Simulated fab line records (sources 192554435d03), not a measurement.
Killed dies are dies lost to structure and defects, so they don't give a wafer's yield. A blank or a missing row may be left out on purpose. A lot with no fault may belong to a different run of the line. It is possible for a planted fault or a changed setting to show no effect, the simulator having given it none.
A lot that was struck, set against a sound lot + flow n5-finfet + 16 out of 1938 route steps
Sound: the wafers L736.1, L736.3, L736.5. Struck: wafers L744.2, L744.3, L744.6. The cause comes at the end.
Per side, at each step with rows, come the tool, then ch with its chambers, and then its first start. Under that, the readings that differ: sound wafers + struck wafers + difference of the means + sigmas: that difference in standard deviations of wafers without a fault.
alike: readings with means less than 2 such deviations apart, plus words and numbers identical on both sides. not compared: withheld readings, readings lacking a value on some wafer, bounds such as >300 that could conceal the same value, and numbers that have no deviation in the record and whose values overlap.
A row with sigmas, a row that says differs or no value, or rows on one side alone: a step with any of these is where the two part. Non-overlapping numbers with no deviation appear without sigmas and do not part them. Lack of a reading on every wafer of one side parts them only where that side has two or more wafers.

first, 2 steps without rows for these wafers: N5_BEOL_M2_PRECLEAN_42 (cleans in residue remover, time 60 s); N5_BEOL_M2_SRD_43 (time 30 s).
N5_BEOL_M2_CD_MEAS_35: target cd 18 nm, target cd y 22.2 nm.
  struck on cd-sem-01, day 9 22:35; sound on cd-sem-01, day 8 18:21
  alike: cd-nm
N5_BEOL_M2_DEGAS_44: time 60 s.
  struck on pvd-sputter-02, day 9 23:04; sound on pvd-sputter-02, day 8 18:46
  alike: heater-power-w
then, 2 steps without rows for these wafers: N5_BEOL_M2_PRE_CLEAN_45 (time 30 s); N5_BEOL_M2_ALD_84 (deposits TaN, pulse time 2 s, purge time 3 s, co reactant purge time 2 s).
N5_BEOL_M2_SURFACE_TREAT_85:
  struck on pvd-sputter-02, day 9 23:36; sound on pvd-sputter-02, day 8 19:16
  not compared: throttle-valve-pct
then, 1 step without rows for these wafers: N5_BEOL_M2_CVD_47 (deposits Co from CCTBA/H2, target thk 3 nm, time 223.8 s).
N5_BEOL_M2_SPUTTER_48: material Cu, target thk 4.5 nm, time 8.29 s.
  struck on pvd-sputter-01, day 10 01:31; sound on pvd-sputter-03, day 8 19:36
  alike: chamber-pressure-pa, chuck-gas-flow-sccm, throttle-valve-pct
then, 2 steps without rows for these wafers: N5_BEOL_M2_ANNEAL_49 (time 240 s); N5_BEOL_M2_SPUTTER_79 (material Cu, target thk 4.5 nm, time 8.29 s).
N5_BEOL_M2_ANNEAL_80: time 240 s.
  struck on pvd-sputter-01, day 10 01:49; sound on pvd-sputter-03, day 8 19:54
  alike: heater-power-w
N5_BEOL_M2_SPUTTER_81: material Cu, target thk 4.5 nm, time 8.29 s.
  struck on pvd-sputter-01, day 10 01:57; sound on pvd-sputter-03, day 8 20:02
  no value came back on the struck wafers for chamber-pressure-pa (Pa), chuck-gas-flow-sccm (sccm), throttle-valve-pct (%); on the sound wafers chamber-pressure-pa (Pa) reads 0.07001 0.06997 0.06982
N5_BEOL_M2_ANNEAL_82: time 240 s.
  struck on pvd-sputter-01, day 10 02:02; sound on pvd-sputter-03, day 8 20:07
  alike: heater-power-w
-- a jump in the record: the struck wafers' starts before and after are 4 days apart (it breaks off in module BEOL_M2 and resumes in module BEOL_M4, where the first step shown is number 1111 of the route) --
N5_BEOL_M4_RC_MEAS_101:
  sound on prober-01 ch 0, day 12 02:20; struck on prober-01 ch 0, day 13 16:00
  alike: DIBL_N, DIBL_P, IOFF_N, IOFF_P, ION_N, ION_P, SS_N, SS_P, VT_N, VT_P
-- the record jumps here: 5 days lie between the struck wafers' starts before and after (it left off in module BEOL_M4 and takes up again in module PASSIVATION, whose first step shown is number 1936 of the route) --
N5_PASSIVATION_PROBE_49:
  struck on prober-01, day 19 03:35; sound on prober-02, day 16 10:54
| reading                  | sound          | struck         | difference | sigmas |
|--------------------------|----------------|----------------|------------|--------|
| defect-limited-yield (%) | 93.2 93.7 91.5 | 87.5 89.7 89.1 | -4.0       | -3     |
| killed-dies              | 80 74 100      | 147 122 129    | +48        | +3     |
| killed-open              | 48 47 67       | 91 74 88       | +30        | +2     |
| sort_bin_5_function (%)  | 4.2 3.3 4.6    | 6.2 6.2 6.6    | +2.3       | +2     |
| sort_bin_6_memory (%)    | 2.2 2.5 3.5    | 5.8 3.6 3.7    | +1.6       | +2     |
| sort-n-pass              | 1100 1106 1080 | 1033 1058 1051 | -48        | -2     |
| sort-yield-pct (%)       | 93.2 93.7 91.5 | 87.5 89.7 89.1 | -4.0       | -2     |
  alike: killed_at_M0_to_M3, killed_at_M4_up, killed-at-contacts, killed-at-front-end, killed-at-other, killed-short, sort_bin_4_leakage, sort_bin_8_speed

## WHERE THEY PART
Earliest at N5_BEOL_M2_SPUTTER_81; latest, in this record, at N5_PASSIVATION_PROBE_49.

WHY: whatever the simulator had introduced
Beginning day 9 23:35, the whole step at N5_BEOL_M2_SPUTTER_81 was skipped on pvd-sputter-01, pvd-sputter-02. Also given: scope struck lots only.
